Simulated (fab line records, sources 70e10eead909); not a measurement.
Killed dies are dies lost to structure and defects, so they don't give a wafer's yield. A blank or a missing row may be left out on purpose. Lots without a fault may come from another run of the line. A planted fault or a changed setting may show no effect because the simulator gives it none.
Which tool did it? | flow nand_harc | 14 lots, 42 wafers sampled, at 5 steps of a route of 1302

WHAT THE GAUGES READ, wafer by wafer
NHARC_A_CONTACT_CD_MEAS_15. Usual: cd_nm 190.0 nm, standard deviation 0.63.
lot  | measured     | on        | cd_nm (nm)        | flag
L824 | day 23 01:50 | cd_sem-03 | 189.4 189.5 190.3 |
L826 | day 23 06:27 | cd_sem-03 | 189.4 189.7 189.4 |
L825 | day 23 11:00 | cd_sem-03 | 189.8 189.8 189.1 |
L829 | day 25 10:07 | cd_sem-01 | 190.0 189.7 189.6 |
L830 | day 25 11:13 | cd_sem-01 | 191.9 191.1 191.2 |
L832 | day 25 12:44 | cd_sem-01 | 189.2 188.6 188.5 |
L831 | day 25 15:08 | cd_sem-01 | 189.7 190.0 189.9 |
L827 | day 25 16:10 | cd_sem-03 | 190.2 189.7 189.2 |
L836 | day 26 18:32 | cd_sem-01 | 190.9 190.8 190.8 |
L835 | day 26 23:14 | cd_sem-03 | 189.7 189.8 190.3 |
L838 | day 28 14:09 | cd_sem-01 | 189.3 189.7 189.2 |
L841 | day 29 02:17 | cd_sem-02 | 191.0 190.2 190.7 |
L846 | day 32 02:36 | cd_sem-03 | 189.6 190.2 190.2 |
L847 | day 32 16:46 | cd_sem-01 | 189.7 189.9 188.7 |

NHARC_A_CONTACT_INSPECT_23. Usual: raw_defect_count 487, standard deviation 110.
lot  | measured     | on                | raw_defect_count | flag
L824 | day 23 04:16 | defect_inspect-01 | 525 621 463      |
L826 | day 23 08:53 | defect_inspect-02 | 353 419 437      |
L825 | day 23 14:19 | defect_inspect-01 | 495 504 519      |
L829 | day 25 12:32 | defect_inspect-02 | 673 547 632      |
L830 | day 25 14:25 | defect_inspect-01 | 593 672 529      |
L832 | day 25 15:24 | defect_inspect-02 | 881 410 626      |
L831 | day 25 17:34 | defect_inspect-01 | 458 377 567      |
L827 | day 25 18:52 | defect_inspect-01 | 583 339 352      |
L836 | day 26 20:59 | defect_inspect-01 | 718 428 365      |
L835 | day 27 01:40 | defect_inspect-01 | 559 490 604      |
L838 | day 28 16:41 | defect_inspect-01 | 2917 2723 2811   | OFF
L841 | day 29 04:46 | defect_inspect-02 | 2671 2571 2848   | OFF
L846 | day 32 05:07 | defect_inspect-01 | 493 544 458      |
L847 | day 32 19:11 | defect_inspect-01 | 463 718 425      |

WHICH TOOL RAN EACH LOT (tool, then ch and the chambers of the sampled wafers, then the start)
lot  | NHARC_A_CONTACT_DESCUM_13          | NHARC_A_CONTACT_ETCH_137             | NHARC_A_CONTACT_CMP_20
L824 | rie_diel-12 ch 2,3, day 22 22:40   | har_cap_etch-03 ch 0,1, day 23 00:30 | cmp-02 ch 1,2, day 23 03:53
L826 | rie_diel-12 ch 0,1,2, day 23 03:13 | har_cap_etch-02 ch 0,1, day 23 05:08 | cmp-01 ch 0,1,3, day 23 08:29
L825 | rie_diel-12 ch 0,2, day 23 07:38   | har_cap_etch-03 ch 0,1, day 23 09:33 | cmp-02 ch 2,3, day 23 13:54
L829 | rie_diel-04 ch 0,1,3, day 25 06:51 | har_cap_etch-02 ch 0,1, day 25 08:43 | cmp-04 ch 0,1,3, day 25 12:10
L830 | rie_diel-01 ch 0,1,3, day 25 07:35 | har_cap_etch-03 ch 0,1, day 25 09:26 | cmp-02 ch 0,1,3, day 25 14:01
L832 | rie_diel-04 ch 0,1,2, day 25 09:30 | har_cap_etch-01 ch 0,1, day 25 11:26 | cmp-02 ch 1,2,3, day 25 15:02
L831 | rie_diel-04 ch 1,3, day 25 11:44   | har_cap_etch-02 ch 0,1, day 25 13:53 | cmp-01 ch 0,1,2, day 25 17:10
L827 | rie_diel-12 ch 0,2,3, day 25 12:52 | har_cap_etch-03 ch 0,1, day 25 14:50 | cmp-04 ch 0,2,3, day 25 18:28
L836 | rie_diel-12 ch 1,2,3, day 26 15:22 | har_cap_etch-02 ch 0,1, day 26 17:16 | cmp-04 ch 1,2,3, day 26 20:35
L835 | rie_diel-12 ch 1,2,3, day 26 19:32 | har_cap_etch-01 ch 0,1, day 26 21:43 | cmp-01 ch 0,1,2, day 27 01:16
L838 | rie_diel-12 ch 0,3, day 28 10:55   | har_cap_etch-01 ch 0,1, day 28 12:57 | cmp-01 ch 1,2,3, day 28 16:21
L841 | rie_diel-12 ch 1,3, day 28 22:55   | har_cap_etch-01 ch 1, day 29 00:58   | cmp-01 ch 0,2,3, day 29 04:22
L846 | rie_diel-12 ch 0,2,3, day 31 23:13 | har_cap_etch-01 ch 0,1, day 32 01:17 | cmp-01 ch 0,1,2, day 32 04:43
L847 | rie_diel-12 ch 0,3, day 32 13:35   | har_cap_etch-01 ch 0,1, day 32 15:34 | cmp-02 ch 1,2,3, day 32 18:50
- NHARC_A_CONTACT_DESCUM_13: chemistry O2, time 3 s.
- NHARC_A_CONTACT_ETCH_137: etches the open film in C4F8/O2/Ar, time 311 s, target depth 1912 nm.
- NHARC_A_CONTACT_CMP_20: polishes, t overpolish 30 s, target thk 300 nm.

WHAT THE TOOLS THEMSELVES READ (means of the sampled wafers that have a number; where no wafer has one, the mark that the record gives instead)
NHARC_A_CONTACT_DESCUM_13. Usual: drypump_motor_current_A 5.6 A, standard deviation 0.53; oes_product_au 1.002 a.u., standard deviation 0.0095; rf_vpp_V 58.1 V, standard deviation 0.83; showerhead_plenum_p_Torr 1.97 Torr, standard deviation 0.082; throttle_valve_pct 11.311 %, standard deviation 0.0092.
lot  | tool        | drypump_motor_current_A (A) | oes_product_au (a.u.) | rf_vpp_V (V) | showerhead_plenum_p_Torr (Torr) | throttle_valve_pct (%) | flag
L824 | rie_diel-12 | 5.9                         | 1.000                 | 58.9         | 2.05                            | 11.309                 |
L826 | rie_diel-12 | 5.4                         | 1.010                 | 57.7         | 1.99                            | 11.315                 |
L825 | rie_diel-12 | 5.9                         | 1.017                 | 58.6         | 2.01                            | 11.311                 |
L829 | rie_diel-04 | 5.6                         | 0.998                 | 57.9         | 1.93                            | 11.315                 |
L830 | rie_diel-01 | 5.5                         | 1.002                 | 57.9         | 1.93                            | 11.313                 |
L832 | rie_diel-04 | 5.4                         | 0.996                 | 57.7         | 1.96                            | 11.309                 |
L831 | rie_diel-04 | 6.0                         | 0.990                 | 57.6         | 1.90                            | 11.308                 |
L827 | rie_diel-12 | 5.5                         | 1.003                 | 58.2         | 1.99                            | 11.319                 |
L836 | rie_diel-12 | 5.5                         | 1.007                 | 58.0         | 2.03                            | 11.317                 |
L835 | rie_diel-12 | 5.5                         | 1.002                 | 58.3         | 2.03                            | 11.310                 |
L838 | rie_diel-12 | 5.2                         | 1.001                 | 58.0         | 1.96                            | 11.305                 |
L841 | rie_diel-12 | 5.1                         | 0.989                 | 58.2         | 2.01                            | 11.312                 |
L846 | rie_diel-12 | 5.5                         | 1.004                 | 58.6         | 1.98                            | 11.304                 |
L847 | rie_diel-12 | 5.2                         | 0.995                 | 57.7         | 1.92                            | 11.306                 |

NHARC_A_CONTACT_CMP_20. Usual: edge_zone_pressure_frac 1.000, standard deviation 0.0048; motor_current_A 12.3 A, standard deviation 1.5; overpolish_run_s 30.000 s, standard deviation 0.0095; retaining_ring_pressure_frac 0.999, standard deviation 0.0051; time_to_endpoint_s 60.7 s, standard deviation 2.5.
lot  | tool   | edge_zone_pressure_frac | motor_current_A (A) | overpolish_run_s (s) | retaining_ring_pressure_frac | time_to_endpoint_s (s) | flag
L824 | cmp-02 | 1.002                   | 10.5                | 29.998               | 1.004                        | 62.8                   |
L826 | cmp-01 | 0.996                   | 12.1                | 29.994               | 1.002                        | 60.5                   |
L825 | cmp-02 | 0.999                   | 11.8                | 29.998               | 0.997                        | 58.7                   |
L829 | cmp-04 | 0.997                   | 11.9                | 30.002               | 0.998                        | 62.1                   |
L830 | cmp-02 | 1.002                   | 12.6                | 30.002               | 1.000                        | 60.3                   |
L832 | cmp-02 | 0.998                   | 11.5                | 30.012               | 0.993                        | 62.3                   |
L831 | cmp-01 | 0.998                   | 12.5                | 29.995               | 1.000                        | 59.5                   |
L827 | cmp-04 | 1.002                   | 12.0                | 30.016               | 1.002                        | 62.4                   |
L836 | cmp-04 | 1.003                   | 12.1                | 30.000               | 1.001                        | 62.8                   |
L835 | cmp-01 | 0.998                   | 12.8                | 30.007               | 0.999                        | 60.0                   |
L838 | cmp-01 | -                       | -                   | -                    | -                            | -                      | OFF
L841 | cmp-01 | -                       | -                   | -                    | -                            | -                      | OFF
L846 | cmp-01 | 1.003                   | 12.4                | 29.991               | 0.999                        | 57.7                   |
L847 | cmp-02 | 0.999                   | 11.5                | 30.011               | 0.994                        | 57.6                   |

THE ANSWER, worked out from the rows above alone
Rule: a lot is off if the mean of its wafers that have a number lies more than 3 standard deviations from the usual mean. A lot without any number at a reading at which 4 lots or more have one is off too. The other lots that the step has rows for count as sound. The gauges are gone through in route order, then the tools' own readings, and for those a lot's mean is taken as printed above. The first step at which some lot is off is used, and at that step the reading that is off furthest; a lot without a number counts as furthest.
Off: L838, L841, at NHARC_A_CONTACT_INSPECT_23 (raw_defect_count).
A tool fits if, at a process step before that reading, it ran every lot that is off, and no sound lot after the first of them. The gauges at NHARC_A_CONTACT_INSPECT_23 aren't tried: what is off there is off at NHARC_A_CONTACT_CMP_20 too, on other tools, and a gauge's error can't cause that. None of those tried fits.

WHAT THE SIMULATOR HAD PUT IN
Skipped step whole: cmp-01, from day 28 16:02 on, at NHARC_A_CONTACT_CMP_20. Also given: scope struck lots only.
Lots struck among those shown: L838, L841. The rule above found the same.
